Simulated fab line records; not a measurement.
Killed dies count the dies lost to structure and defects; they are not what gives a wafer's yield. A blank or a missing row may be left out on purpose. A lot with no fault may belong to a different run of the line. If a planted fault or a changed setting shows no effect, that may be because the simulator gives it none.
Chamber matching	flow nand-harc	NHARC_A_CHANNEL_FILL_D1_ALD_25 on ald-hk-04: 4 sister chambers
The step deposits SiOx, target thk 60 nm, pulse time 10 s, ald cycles 600. 4 wafers are shown with their chamber, then 9 later ones without.

## EACH WAFER AND ITS CHAMBER
wafer	chamber	heater-power-outer-w (W)
L086.2	0	254
L088.4	2	223
L088.3	1	295
L088.6	3	253

## WAFERS WITH NO CHAMBER GIVEN
wafer	heater-power-outer-w (W)
L091.1	259
L091.4	225
L091.6	251
L093.2	254
L093.3	227
L093.4	258
L097.3	253
L097.1	286
L097.5	257

## CHAMBER TAKEN BY EACH
wafer	from the rows above	in truth
L091.1	can't be placed: 0 or 3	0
L091.4	2	2
L091.6	can't be placed: 3 or 0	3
L093.2	can't be placed: 0 or 3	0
L093.3	2	2
L093.4	can't be placed: 0 or 3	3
L097.3	can't be placed: 3 or 0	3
L097.1	1	1
L097.5	can't be placed: 0 or 3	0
Correct placement for 3 of the 9. From these rows, 6 cannot be placed; in 6 the true chamber is one of the candidates. 0 placed wrongly.
How it was worked out, from the rows above alone: a wafer's distance from a chamber is the root of the sum, over the readings, of the square of ((its reading less the chamber's mean) divided by the reading's scatter). If the next closest chamber is less than 2 further off than the closest, the wafer can't be placed; otherwise it belongs to the closest. A chamber's mean is the mean of its shown wafers. The scatter (one wafer shown for each chamber): square how far every hidden wafer sits from the nearest shown wafer, average those squares and take the square root.
